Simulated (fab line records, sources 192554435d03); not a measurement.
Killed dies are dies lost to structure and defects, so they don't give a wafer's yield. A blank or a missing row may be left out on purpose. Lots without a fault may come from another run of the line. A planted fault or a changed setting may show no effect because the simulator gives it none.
One fault seen from 3 desks | flow n5_finfet | each desk has only its own numbers; what lay behind them comes last

THE DEFECT DESK
What the inspections along the route counted, lot by lot: means of the sampled wafers that have a number. A lot is out of limits, marked OUT, if its mean lies more than 4 standard deviations from the usual mean; the brackets give that distance.
Columns: A = raw_defect_count at N5_WELL_APT_INSPECT_27, usual 2.1
lot  | first seen here | A
L488 | day 2 03:10     | 3.0
L489 | day 2 09:19     | 3.3
L491 | day 2 21:16     | 2.3
L495 | day 3 21:09     | 1.3
L497 | day 4 09:23     | 1.7
L501 | day 5 09:31     | 2.0
L502 | day 5 14:58     | 2.3
L503 | day 5 20:54     | 3.7
L504 | day 6 02:59     | 3.0
L509 | day 7 08:54     | 2.7
This desk's finding: nothing out of limits on any of the 10 lots.

THE METROLOGY DESK
What the gauges read, lot by lot, whatever tool the lot ran on: means of the sampled wafers that have a number. A lot is out of limits, marked OUT, if its mean lies more than 4 standard deviations from the usual mean; the brackets give that distance. Of its 11 readings 7 are shown: the one that was out of limits first, and those that lie furthest out on some lot.
Columns: A = DIBL_N at N5_BEOL_M4_RC_MEAS_101, usual 36.1 mV/V; B = DIBL_P at N5_BEOL_M4_RC_MEAS_101, usual 35.7 mV/V; C = ION_N at N5_BEOL_M4_RC_MEAS_101, usual 673 uA/um; D = ION_P at N5_BEOL_M4_RC_MEAS_101, usual 462 uA/um; E = RS_PWELL at N5_BEOL_M4_RC_MEAS_101, usual 3005 ohm/sq; F = VT_N at N5_BEOL_M4_RC_MEAS_101, usual 249.7 mV; G = VT_P at N5_BEOL_M4_RC_MEAS_101, usual -250 mV
lot  | first seen here | A    | B    | C   | D   | E              | F     | G
L489 | day 8 15:06     | 35.3 | 32.8 | 682 | 476 | 3024           | 248.2 | -246
L491 | day 8 23:52     | 36.6 | 35.6 | 675 | 466 | 3003           | 248.0 | -248
L495 | day 10 04:53    | 35.3 | 35.2 | 674 | 456 | 3932 (+42) OUT | 252.0 | -251
L497 | day 10 17:29    | 35.9 | 36.3 | 678 | 462 | 4003 (+45) OUT | 247.7 | -250
L501 | day 11 15:17    | 38.6 | 37.3 | 685 | 460 | 3009           | 248.2 | -252
L502 | day 11 15:35    | 36.2 | 36.9 | 686 | 470 | 3012           | 247.8 | -246
L503 | day 12 12:33    | 36.2 | 37.0 | 686 | 465 | 3002           | 246.0 | -250
L504 | day 12 17:29    | 37.8 | 37.5 | 680 | 464 | 3009           | 248.1 | -249
L488 | day 13 19:43    | 35.2 | 35.9 | 678 | 473 | 2999           | 249.6 | -246
L509 | day 14 16:55    | 37.4 | 35.8 | 675 | 472 | 3001           | 248.7 | -248
This desk's finding: out of limits on L495, L497; first on L495, day 10 04:53 (RS_PWELL at N5_BEOL_M4_RC_MEAS_101). In limits: L489, L491, L501, L502, L503, L504, L488, L509.

THE TOOL OWNER'S DESK: implanter-02
The tool's own readings at N5_WELL_APT_IMPLANT_31: means of the sampled wafers that have a number, for each lot that ran on this tool. A lot is out of limits, marked OUT, if its mean lies more than 4 standard deviations from the usual mean; the brackets give that distance.
Columns: A = dose_ions_cm2 at N5_WELL_APT_IMPLANT_31, usual 1.4999e+13; B = faraday_current_uA at N5_WELL_APT_IMPLANT_31, usual 190; C = tilt_deg at N5_WELL_APT_IMPLANT_31, usual 0.000 degrees
lot  | first seen here | A                            | B             | C
L488 | day 2 03:22     | 1.5011e+13                   | 190           | -0.015
L489 | day 2 10:12     | 1.5023e+13                   | 190           | 0.002
L495 | day 3 21:23     | 9.2830e+12 (-99 or more) OUT | 118 (-18) OUT | 0.007
L497 | day 4 09:38     | 9.2653e+12 (-99 or more) OUT | 122 (-18) OUT | 0.003
L509 | day 7 09:07     | 1.5015e+13                   | 190           | -0.012
This desk's finding: out of limits on L495, L497; first on L495, day 3 21:23 (dose_ions_cm2 at N5_WELL_APT_IMPLANT_31). In limits: L488, L489, L509.

PUT TOGETHER
The tool owner's desk could have raised an alarm at day 3 21:23, on L495, L497.
The metrology desk could have raised an alarm at day 10 04:53, on L495, L497.
The defect desk saw nothing out of limits.
The defect desk has L495, L497 on record, within its limits.
Of the lots named, all ran N5_WELL_APT_IMPLANT_31 on implanter-02.

WHAT THE SIMULATOR HAD PUT IN
Process parameter drift: implanter-02, from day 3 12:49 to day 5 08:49, at N5_WELL_APT_IMPLANT_31. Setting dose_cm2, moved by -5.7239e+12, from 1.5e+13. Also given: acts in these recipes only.
Lots struck among those shown: L495, L497.
Hours from the fault's start to each desk's first reading out of limits: the tool owner's desk, 9; the metrology desk, 160.
